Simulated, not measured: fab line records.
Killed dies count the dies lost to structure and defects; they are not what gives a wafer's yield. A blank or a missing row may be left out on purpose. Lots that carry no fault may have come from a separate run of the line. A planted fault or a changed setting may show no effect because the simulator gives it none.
Chamber matching | flow n5-finfet | N5_DUMMY_REMOVAL_HM_STRIP_01 on rie-diel-03: 4 sister chambers
The step strips SiNx in CH3F/O2, stops on poly-Si, target depth 4 nm, time 6.8 s. 8 wafers are shown with their chamber, then 9 later ones without.

EACH WAFER AND ITS CHAMBER
wafer  | chamber | drypump-motor-current-A (A) | throttle-valve-pct (%)
L090.3 | 1       | 6.0                         | 16.47
L090.6 | 0       | 4.7                         | 16.14
L092.1 | 3       | 5.5                         | 16.03
L092.2 | 1       | 6.0                         | 16.46
L092.3 | 0       | 4.8                         | 16.14
L092.4 | 2       | 5.3                         | 16.56
L092.5 | 3       | 5.5                         | 16.05
L092.6 | 2       | 5.3                         | 16.55

WAFERS WITH NO CHAMBER GIVEN
wafer  | drypump-motor-current-A (A) | throttle-valve-pct (%)
L094.1 | 5.3                         | 16.59
L094.2 | 4.7                         | 16.13
L094.3 | 6.1                         | 16.47
L094.4 | 5.5                         | 16.06
L094.5 | 4.7                         | 16.12
L094.6 | 5.5                         | 16.05
L097.1 | 6.0                         | 16.49
L097.2 | 5.5                         | 16.05
L097.5 | 6.0                         | 16.48

EACH ONE'S CHAMBER
wafer  | from the rows above | in truth
L094.1 | 2                   | 2
L094.2 | 0                   | 0
L094.3 | 1                   | 1
L094.4 | 3                   | 3
L094.5 | 0                   | 0
L094.6 | 3                   | 3
L097.1 | 1                   | 1
L097.2 | 3                   | 3
L097.5 | 1                   | 1
Correct placement for 9 of the 9. Can't be placed from these rows: 0. 0 placed wrongly.
How it was worked out, from the rows above alone: a wafer's distance from a chamber is the root of the sum, over the readings, of the square of ((its reading less the chamber's mean) divided by the reading's scatter). The wafer belongs to the nearest chamber; if the next one is less than 2 further off, it can't be placed. For every chamber, the mean is computed from those of its wafers that are shown. How the scatter is found: for the shown wafers, subtract from each reading the mean of its chamber, square and add these, divide the total by (wafers less chambers), then take the root.
